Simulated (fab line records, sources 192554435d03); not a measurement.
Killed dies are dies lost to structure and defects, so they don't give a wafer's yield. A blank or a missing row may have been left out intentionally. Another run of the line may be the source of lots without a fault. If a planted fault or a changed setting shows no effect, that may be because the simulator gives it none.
Split-lot experiment    flow n5_finfet    route with 1938 steps; 7 lots, 21 wafers read

THE SPLIT
At N5_BEOL_M15_EXPOSE_07 (exposes mask V14), the setting dose_mj was moved away from the recipe's 41.25 on 6 of the 21 wafers read, by -6.8% to +5.4%. This setting was run at the recipe's value on the other wafers.

FROM THE SPLIT TO THE READING: what the file shows between them, 6 steps
- N5_BEOL_M15_PEB_08: peb time 90 s
- N5_BEOL_M15_DEVELOP_09: develop time 45 s
- N5_BEOL_M15_HARDBAKE_14: time 120 s
- N5_BEOL_M15_CD_MEAS_10: target cd 360 nm
- N5_BEOL_M15_STRIP_65: strips in post etch residue remover, time 60 s
- N5_BEOL_M15_SRD_66: time 30 s, dry time 30 s

THE READING
cd_nm (nm) at N5_BEOL_M15_CD_MEAS_17, where the cd target is 360 nm. A value of 361.5 nm with a standard deviation of 2 nm is what fault-free wafers of this fab line usually give.

wafer   tool, chamber at the split  dose_mj as run  against the recipe  cd_nm, nm  against lot-mates on the recipe
L076.1  krf_scanner-02, 0           41.25           recipe              360.1      -
L076.2  krf_scanner-02, 0           41.25           recipe              362.5      -
L076.3  krf_scanner-02, 0           43.3            +5.0%               370.0      +8.7
L078.4  krf_scanner-01, 0           41.25           recipe              359.7      -
L078.5  krf_scanner-01, 0           41.25           recipe              360.9      -
L078.6  krf_scanner-01, 0           41.25           recipe              359.8      -
L082.3  krf_scanner-02, 0           43.48           +5.4%               371.8      +11.7
L082.5  krf_scanner-02, 0           43.48           +5.4%               374.4      +14.3
L082.6  krf_scanner-02, 0           41.25           recipe              360.1      -
L085.2  krf_scanner-02, 0           41.25           recipe              362.9      -
L085.3  krf_scanner-02, 0           38.45           -6.8%               352.0      -10.8
L085.4  krf_scanner-02, 0           41.25           recipe              362.7      -
L086.2  krf_scanner-01, 0           41.25           recipe              361.3      -
L086.5  krf_scanner-01, 0           41.25           recipe              361.2      -
L086.6  krf_scanner-01, 0           41.25           recipe              359.3      -
L089.1  krf_scanner-01, 0           41.25           recipe              359.4      -
L089.2  krf_scanner-01, 0           41.25           recipe              361.8      -
L089.4  krf_scanner-01, 0           41.25           recipe              361.1      -
L091.1  krf_scanner-02, 0           38.71           -6.2%               351.1      -9.1
L091.3  krf_scanner-02, 0           38.71           -6.2%               347.8      -12.4
L091.4  krf_scanner-02, 0           41.25           recipe              360.2      -

THE FIT
A straight line over all 21 wafers: cd_nm changes by +1.85 nm for each +1% of dose_mj; r = +0.97; the points scatter about the line by 1.6 nm.
The same after taking each lot's own level away (the mean of its wafers on the recipe; 21 wafers): +1.91 nm for each +1%; r = +0.98; scatter 1.4 nm.
Per that fit: largest dose_mj move, reading shift of 13 nm.
Measured against the standard deviation above, the lots' own levels, which go from 360.10 to 362.80 nm, span 1.3 times it.
So the lot-to-lot level changes the slope little: the two slopes agree.
Check: with one of the wafers moved furthest among these (-6.8%) left out of the fit, the line predicts -13.1 nm for it against its lot-mates. Against them it came out at -10.8 nm.

OTHER SPLITS ON THESE WAFERS
These wafers also went through other splits before the reading. Each is held against what the fit with the lots' levels taken away leaves over:
other split on the same wafers  wafers away from the commonest value  r with cd_nm (lot level and that fit taken away)
N5_BEOL_M14_EXPOSE_07 dose_mj   6                                     -0.34

THE WHOLE CHAIN: every reading that the file lists as answering this split, in the file's order
step                    what it does      reading  change (the file's fit)               r (the file's)
N5_BEOL_M15_CD_MEAS_10  target cd 360 nm  cd_nm    +1.71 nm for each +1% of the setting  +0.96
N5_BEOL_M15_CD_MEAS_17  target cd 360 nm  cd_nm    +1.84 nm for each +1% of the setting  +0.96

FILE'S OWN FIT
cd_nm changes by +1.84 nm for each +1% of dose_mj, r = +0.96.
